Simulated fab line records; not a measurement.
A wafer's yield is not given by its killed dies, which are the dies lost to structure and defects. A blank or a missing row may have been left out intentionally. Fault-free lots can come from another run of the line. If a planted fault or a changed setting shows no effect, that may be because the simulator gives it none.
Which tool is to blame? + flow nand_harc + 24 lots, 72 wafers sampled, at 6 steps of a route of 1159

== WHAT THE GAUGES SHOWED, per wafer ==
NHARC_A_CONTACT_CD_MEAS_15.
| lot  | measured     | on        | cd_nm (nm)     |
|------|--------------|-----------|----------------|
| L074 | day 16 11:04 | cd_sem-02 | 89.8 89.4 90.0 |
| L075 | day 17 05:05 | cd_sem-02 | 90.4 89.9 90.8 |
| L076 | day 17 10:52 | cd_sem-01 | 90.3 90.4 90.3 |
| L077 | day 17 12:58 | cd_sem-03 | 89.4 89.0 90.8 |
| L078 | day 17 17:31 | cd_sem-03 | 90.5 90.8 90.0 |
| L082 | day 18 09:45 | cd_sem-02 | 89.0 89.2 90.2 |
| L079 | day 18 15:36 | cd_sem-02 | 89.5 90.2 89.4 |
| L080 | day 18 20:23 | cd_sem-01 | 90.5 90.9 89.7 |
| L081 | day 19 00:59 | cd_sem-02 | 90.7 90.4 89.8 |
| L085 | day 19 12:01 | cd_sem-02 | 89.6 89.6 90.2 |
| L084 | day 19 12:49 | cd_sem-03 | 89.9 89.7 90.9 |
| L087 | day 19 17:08 | cd_sem-01 | 90.4 89.6 90.5 |
| L086 | day 19 17:36 | cd_sem-02 | 89.0 90.3 89.4 |
| L083 | day 19 20:56 | cd_sem-03 | 89.5 91.1 90.3 |
| L089 | day 20 09:29 | cd_sem-03 | 89.8 89.2 90.8 |
| L088 | day 20 09:38 | cd_sem-02 | 89.0 89.0 89.9 |
| L090 | day 21 03:55 | cd_sem-03 | 89.9 91.0 89.8 |
| L092 | day 21 13:20 | cd_sem-01 | 90.0 89.6 90.3 |
| L093 | day 21 13:39 | cd_sem-02 | 88.5 89.6 89.9 |
| L094 | day 21 15:26 | cd_sem-03 | 90.2 90.1 89.5 |
| L091 | day 21 18:44 | cd_sem-02 | 90.2 89.6 90.0 |
| L096 | day 22 18:59 | cd_sem-03 | 89.6 89.4 89.4 |
| L095 | day 22 20:53 | cd_sem-03 | 90.4 89.4 89.7 |
| L097 | day 23 03:49 | cd_sem-01 | 89.9 89.6 90.0 |

NHARC_A_M0_INSPECT_11.
| lot  | measured     | on                | raw_defect_count |
|------|--------------|-------------------|------------------|
| L074 | day 17 00:03 | defect_inspect-02 | 38 34 33         |
| L075 | day 17 18:13 | defect_inspect-01 | 31 20 23         |
| L076 | day 18 00:13 | defect_inspect-01 | 26 25 24         |
| L077 | day 18 01:19 | defect_inspect-02 | 25 23 23         |
| L078 | day 18 03:40 | defect_inspect-02 | 11 10 18         |
| L082 | day 18 22:22 | defect_inspect-02 | 29 26 36         |
| L079 | day 19 02:01 | defect_inspect-02 | 17 19 28         |
| L080 | day 19 03:48 | defect_inspect-02 | 40 40 33         |
| L081 | day 19 16:10 | defect_inspect-01 | 45 30 38         |
| L085 | day 19 19:58 | defect_inspect-02 | 43 34 47         |
| L084 | day 19 20:23 | defect_inspect-01 | 14 9 8           |
| L087 | day 20 00:44 | defect_inspect-02 | 52 57 47         |
| L086 | day 20 01:19 | defect_inspect-02 | 13 15 14         |
| L083 | day 20 04:25 | defect_inspect-02 | 32 26 20         |
| L089 | day 20 19:44 | defect_inspect-01 | 64 63 58         |
| L088 | day 20 20:32 | defect_inspect-01 | 13 11 12         |
| L090 | day 21 23:36 | defect_inspect-01 | 40 51 43         |
| L092 | day 22 00:03 | defect_inspect-01 | 19 30 18         |
| L093 | day 22 00:28 | defect_inspect-02 | 50 63 66         |
| L094 | day 22 01:32 | defect_inspect-01 | 27 22 26         |
| L091 | day 22 11:46 | defect_inspect-01 | 29 28 34         |
| L096 | day 23 02:13 | defect_inspect-02 | 34 50 41         |
| L095 | day 23 04:49 | defect_inspect-01 | 21 21 27         |
| L097 | day 23 16:40 | defect_inspect-02 | 47 40 44         |

== EACH LOT AND THE TOOL THAT RAN IT (in order: tool; ch and the chambers of the sampled wafers; start) ==
| lot  | NHARC_A_CONTACT_ETCH_89                       | NHARC_A_CONTACT_ETCH_136             | NHARC_A_BLC_ETCH_18                           | NHARC_A_BLC_PVD_32                      |
|------|-----------------------------------------------|--------------------------------------|-----------------------------------------------|-----------------------------------------|
| L074 | rie_diel-03 ch 0,2,3, day 16 10:05 or earlier | har_cap_etch-02 ch 0,1, day 16 10:05 | rie_diel-09 ch 0,2, day 17 00:03 or earlier   | pvd_sputter-03, day 17 00:03 or earlier |
| L075 | rie_diel-03 ch 0,2,3, day 17 04:01 or earlier | har_cap_etch-01 ch 0,1, day 17 04:01 | rie_diel-06 ch 0,1,3, day 17 18:13 or earlier | pvd_sputter-01, day 17 18:13 or earlier |
| L076 | rie_diel-10 ch 0,1,3, day 17 09:40 or earlier | har_cap_etch-03 ch 0, day 17 09:40   | rie_diel-09 ch 0,2,3, day 18 00:13 or earlier | pvd_sputter-03, day 18 00:13 or earlier |
| L077 | rie_diel-10 ch 0,1,2, day 17 11:58 or earlier | har_cap_etch-02 ch 0,1, day 17 11:58 | rie_diel-06 ch 0,2,3, day 18 01:19 or earlier | pvd_sputter-01, day 18 01:19 or earlier |
| L078 | rie_diel-10 ch 0,1,3, day 17 16:32 or earlier | har_cap_etch-01 ch 0,1, day 17 16:32 | rie_diel-09 ch 0,2, day 18 03:40 or earlier   | pvd_sputter-03, day 18 03:40 or earlier |
| L082 | rie_diel-10 ch 0,1, day 18 08:31 or earlier   | har_cap_etch-01 ch 0,1, day 18 08:31 | rie_diel-02 ch 0,1,3, day 18 22:22 or earlier | pvd_sputter-01, day 18 22:22 or earlier |
| L079 | rie_diel-03 ch 0,1,2, day 18 14:39 or earlier | har_cap_etch-01 ch 0,1, day 18 14:39 | rie_diel-09 ch 0,2,3, day 19 02:01 or earlier | pvd_sputter-03, day 19 02:01 or earlier |
| L080 | rie_diel-12 ch 1,3, day 18 19:23 or earlier   | har_cap_etch-01 ch 0,1, day 18 19:23 | rie_diel-02 ch 0,1,3, day 19 03:48 or earlier | pvd_sputter-01, day 19 03:48 or earlier |
| L081 | rie_diel-10 ch 2,3, day 18 23:56 or earlier   | har_cap_etch-01 ch 0,1, day 18 23:56 | rie_diel-06 ch 0,1,2, day 19 16:10 or earlier | pvd_sputter-01, day 19 16:10 or earlier |
| L085 | rie_diel-10 ch 2,3, day 19 10:59 or earlier   | har_cap_etch-03 ch 0,1, day 19 10:59 | rie_diel-06 ch 1,2,3, day 19 19:58 or earlier | pvd_sputter-03, day 19 19:58 or earlier |
| L084 | rie_diel-10 ch 0,1,3, day 19 11:50 or earlier | har_cap_etch-01 ch 0,1, day 19 11:50 | rie_diel-02 ch 0,1,2, day 19 20:23 or earlier | pvd_sputter-01, day 19 20:23 or earlier |
| L087 | rie_diel-12 ch 1,2,3, day 19 16:09 or earlier | har_cap_etch-03 ch 0,1, day 19 16:09 | rie_diel-09 ch 0,3, day 20 00:44 or earlier   | pvd_sputter-03, day 20 00:44 or earlier |
| L086 | rie_diel-03 ch 1,3, day 19 16:34 or earlier   | har_cap_etch-01 ch 0,1, day 19 16:34 | rie_diel-06 ch 0,3, day 20 01:19 or earlier   | pvd_sputter-03, day 20 01:19 or earlier |
| L083 | rie_diel-12 ch 1,2, day 19 19:59 or earlier   | har_cap_etch-01 ch 0,1, day 19 19:59 | rie_diel-06 ch 0,3, day 20 04:25 or earlier   | pvd_sputter-03, day 20 04:25 or earlier |
| L089 | rie_diel-12 ch 0,2,3, day 20 08:31 or earlier | har_cap_etch-01 ch 0,1, day 20 08:31 | rie_diel-09 ch 1,2,3, day 20 19:44 or earlier | pvd_sputter-01, day 20 19:44 or earlier |
| L088 | rie_diel-10 ch 0,2,3, day 20 08:38 or earlier | har_cap_etch-02 ch 0,1, day 20 08:38 | rie_diel-06 ch 1,2,3, day 20 20:32 or earlier | pvd_sputter-03, day 20 20:32 or earlier |
| L090 | rie_diel-03 ch 0,3, day 21 02:59 or earlier   | har_cap_etch-01 ch 0,1, day 21 02:59 | rie_diel-06 ch 0,1, day 21 23:36 or earlier   | pvd_sputter-01, day 21 23:36 or earlier |
| L092 | rie_diel-12 ch 0,2,3, day 21 12:22 or earlier | har_cap_etch-02 ch 0,1, day 21 12:22 | rie_diel-09 ch 1,2,3, day 22 00:03 or earlier | pvd_sputter-01, day 22 00:03 or earlier |
| L093 | rie_diel-03 ch 0,1,3, day 21 12:40 or earlier | har_cap_etch-01 ch 0,1, day 21 12:40 | rie_diel-06 ch 0,2,3, day 22 00:28 or earlier | pvd_sputter-03, day 22 00:28 or earlier |
| L094 | rie_diel-12 ch 0,1,2, day 21 14:25 or earlier | har_cap_etch-03 ch 0,1, day 21 14:25 | rie_diel-06 ch 0,1,2, day 22 01:32 or earlier | pvd_sputter-01, day 22 01:32 or earlier |
| L091 | rie_diel-10 ch 0,2,3, day 21 17:44 or earlier | har_cap_etch-02 ch 0,1, day 21 17:44 | rie_diel-06 ch 0,1,2, day 22 11:46 or earlier | pvd_sputter-01, day 22 11:46 or earlier |
| L096 | rie_diel-12 ch 0,2,3, day 22 17:50 or earlier | har_cap_etch-02 ch 0,1, day 22 17:50 | rie_diel-09 ch 2,3, day 23 02:13 or earlier   | pvd_sputter-03, day 23 02:13 or earlier |
| L095 | rie_diel-10 ch 0,1,2, day 22 19:56 or earlier | har_cap_etch-01 ch 0,1, day 22 19:56 | rie_diel-06 ch 1,2, day 23 04:49 or earlier   | pvd_sputter-02, day 23 04:49 or earlier |
| L097 | rie_diel-10 ch 1,2, day 23 02:50 or earlier   | har_cap_etch-01 ch 0, day 23 02:50   | rie_diel-06 ch 0,1,2, day 23 16:40 or earlier | pvd_sputter-03, day 23 16:40 or earlier |
- NHARC_A_CONTACT_ETCH_89: etches the open film in N2/H2, target depth 260 nm, time 475.3 s.
- NHARC_A_CONTACT_ETCH_136: etches the open film in C4F8/O2/Ar, time 132 s, target depth 1287 nm.
- NHARC_A_BLC_ETCH_18: etches the open film in C4F8/O2/Ar, target depth 910 nm.
- NHARC_A_BLC_PVD_32: deposits Ti, target thk 5 nm, time 17.7 s.

== AS READ BY THE TOOLS THEMSELVES (means over the sampled wafers that have a number; for cases with no such wafer, the mark the record gives instead) ==
NHARC_A_CONTACT_ETCH_89.
| lot  | tool        | drypump_motor_current_A (A) | oes_product_au (a.u.) | rf_fwd_power_W (W) | rf_vpp_V (V) | showerhead_plenum_p_Torr (Torr) | throttle_valve_pct (%) |
|------|-------------|-----------------------------|-----------------------|--------------------|--------------|---------------------------------|------------------------|
| L074 | rie_diel-03 | 5.4                         | 1.014                 | 398.3              | 431.2        | 2.04                            | 14.170                 |
| L075 | rie_diel-03 | 5.5                         | 1.010                 | 400.5              | 430.4        | 2.03                            | 14.173                 |
| L076 | rie_diel-10 | 5.9                         | 1.005                 | 398.9              | 429.4        | 2.00                            | 14.170                 |
| L077 | rie_diel-10 | 5.8                         | 1.020                 | 399.4              | 429.3        | 1.99                            | 14.180                 |
| L078 | rie_diel-10 | 5.8                         | 1.014                 | 399.1              | 429.7        | 2.00                            | 14.175                 |
| L082 | rie_diel-10 | 6.3                         | 1.025                 | 399.2              | 430.0        | 2.03                            | 14.173                 |
| L079 | rie_diel-03 | 5.1                         | 1.002                 | 398.8              | 431.7        | 2.06                            | 14.168                 |
| L080 | rie_diel-12 | 5.7                         | 1.007                 | 399.2              | 428.7        | 1.99                            | 14.177                 |
| L081 | rie_diel-10 | 5.5                         | 0.999                 | 399.3              | 426.5        | 1.91                            | 14.177                 |
| L085 | rie_diel-10 | 5.4                         | 1.016                 | 400.4              | 426.2        | 1.89                            | 14.171                 |
| L084 | rie_diel-10 | 5.8                         | 1.005                 | 401.0              | 430.1        | 2.00                            | 14.173                 |
| L087 | rie_diel-12 | 5.8                         | 1.010                 | 399.7              | 430.6        | 2.04                            | 14.163                 |
| L086 | rie_diel-03 | 5.3                         | 1.006                 | 400.1              | 431.1        | 2.04                            | 14.157                 |
| L083 | rie_diel-12 | 6.0                         | 0.999                 | 401.2              | 429.7        | 2.00                            | 14.175                 |
| L089 | rie_diel-12 | 5.7                         | 1.000                 | 399.6              | 432.0        | 2.09                            | 14.177                 |
| L088 | rie_diel-10 | 5.4                         | 1.011                 | 399.1              | 428.4        | 1.96                            | 14.182                 |
| L090 | rie_diel-03 | 5.8                         | 0.996                 | 398.6              | 429.0        | 1.99                            | 14.170                 |
| L092 | rie_diel-12 | 5.7                         | 0.996                 | 399.4              | 431.5        | 2.08                            | 14.172                 |
| L093 | rie_diel-03 | 5.4                         | 0.998                 | 399.7              | 428.9        | 2.02                            | 14.165                 |
| L094 | rie_diel-12 | 5.9                         | 0.996                 | 399.1              | 431.1        | 2.04                            | 14.181                 |
| L091 | rie_diel-10 | 5.4                         | 1.015                 | 399.4              | 428.1        | 1.96                            | 14.164                 |
| L096 | rie_diel-12 | 5.7                         | 0.993                 | 398.7              | 432.1        | 2.08                            | 14.175                 |
| L095 | rie_diel-10 | 5.8                         | 1.018                 | 399.7              | 428.8        | 1.98                            | 14.165                 |
| L097 | rie_diel-10 | 5.8                         | 1.022                 | 399.5              | 427.1        | 1.91                            | 14.162                 |

NHARC_A_BLC_ETCH_18.
| lot  | tool        | oes_product_au (a.u.) | rf_fwd_power_W (W) | rf_vpp_V (V) |
|------|-------------|-----------------------|--------------------|--------------|
| L074 | rie_diel-09 | 0.923                 | 600.1              | 974          |
| L075 | rie_diel-06 | 0.923                 | 599.9              | 978          |
| L076 | rie_diel-09 | 0.913                 | 599.3              | 974          |
| L077 | rie_diel-06 | 0.925                 | 597.6              | 977          |
| L078 | rie_diel-09 | 0.953                 | 598.8              | 973          |
| L082 | rie_diel-02 | 0.930                 | 599.4              | 971          |
| L079 | rie_diel-09 | 0.959                 | 598.1              | 974          |
| L080 | rie_diel-02 | 0.937                 | 600.3              | 971          |
| L081 | rie_diel-06 | 0.971                 | 597.6              | 980          |
| L085 | rie_diel-06 | 0.965                 | 598.8              | 976          |
| L084 | rie_diel-02 | 0.974                 | 602.3              | 971          |
| L087 | rie_diel-09 | 0.950                 | 598.8              | 973          |
| L086 | rie_diel-06 | 0.933                 | 600.2              | 974          |
| L083 | rie_diel-06 | 0.980                 | 601.0              | 977          |
| L089 | rie_diel-09 | 0.958                 | 599.4              | 977          |
| L088 | rie_diel-06 | 0.964                 | 599.2              | 976          |
| L090 | rie_diel-06 | 0.964                 | 596.3              | 982          |
| L092 | rie_diel-09 | 0.953                 | 600.2              | 976          |
| L093 | rie_diel-06 | 0.977                 | 600.1              | 976          |
| L094 | rie_diel-06 | 0.938                 | 599.8              | 979          |
| L091 | rie_diel-06 | 0.974                 | 600.9              | 980          |
| L096 | rie_diel-09 | 0.947                 | 600.8              | 975          |
| L095 | rie_diel-06 | 0.927                 | 598.9              | 980          |
| L097 | rie_diel-06 | 0.982                 | 598.2              | 980          |

NHARC_A_BLC_PVD_32.
| lot  | tool           | cathode_dc_power_W (W) | substrate_temp_c (C) | throttle_valve_pct (%) |
|------|----------------|------------------------|----------------------|------------------------|
| L074 | pvd_sputter-03 | 4999.8                 | 199.96               | 30.4                   |
| L075 | pvd_sputter-01 | 5000.6                 | 200.06               | 30.1                   |
| L076 | pvd_sputter-03 | 5000.1                 | 200.14               | 30.6                   |
| L077 | pvd_sputter-01 | 4999.8                 | 199.87               | 29.9                   |
| L078 | pvd_sputter-03 | 4999.6                 | 199.88               | 30.2                   |
| L082 | pvd_sputter-01 | 5000.5                 | 199.96               | 30.1                   |
| L079 | pvd_sputter-03 | 4999.7                 | 199.88               | 30.7                   |
| L080 | pvd_sputter-01 | 4999.0                 | 199.90               | 29.6                   |
| L081 | pvd_sputter-01 | 5000.7                 | 199.96               | 30.2                   |
| L085 | pvd_sputter-03 | 5000.0                 | 200.00               | 29.8                   |
| L084 | pvd_sputter-01 | 5000.3                 | 199.95               | 30.3                   |
| L087 | pvd_sputter-03 | 4999.3                 | 200.00               | 29.9                   |
| L086 | pvd_sputter-03 | 4999.9                 | 199.91               | 29.9                   |
| L083 | pvd_sputter-03 | 4999.9                 | 199.92               | 30.6                   |
| L089 | pvd_sputter-01 | 5000.5                 | 200.04               | 30.0                   |
| L088 | pvd_sputter-03 | 4999.7                 | 199.94               | 30.4                   |
| L090 | pvd_sputter-01 | 5000.1                 | 200.06               | 30.0                   |
| L092 | pvd_sputter-01 | 4999.9                 | 199.99               | 30.1                   |
| L093 | pvd_sputter-03 | 5000.2                 | 200.24               | 30.4                   |
| L094 | pvd_sputter-01 | 4999.3                 | 200.07               | 29.7                   |
| L091 | pvd_sputter-01 | 5000.4                 | 200.08               | 29.7                   |
| L096 | pvd_sputter-03 | 5000.0                 | 199.80               | 29.5                   |
| L095 | pvd_sputter-02 | 5000.2                 | 199.91               | 30.0                   |
| L097 | pvd_sputter-03 | 5000.5                 | 200.07               | 29.9                   |

== THE ANSWER, worked out from the rows above alone ==
Rule: the usual values come from the lots themselves. Put in order of their means at a reading, lots are off if they are a third of the lots or fewer, leave a main group of 4 or more, and stand apart from it by a gap of 3 or more times the standard deviation of the main group's means; of several such gaps the widest counts. A main group whose means are all the same, to the digits that the tables above print for the reading, isn't used. A lot without any number at a reading at which 4 lots or more have one is off too. Where the step has rows for the other lots, those lots are counted as sound. First the gauges in route order, then the tools' own readings, where a lot's mean is used as printed above. At the first step where some lot is off, the reading lying furthest off is the one used; lots without a number count as furthest.
No lot is off on any of the readings shown, so nothing can be concluded from this.

== WHAT THE SIMULATOR HAD PUT IN ==
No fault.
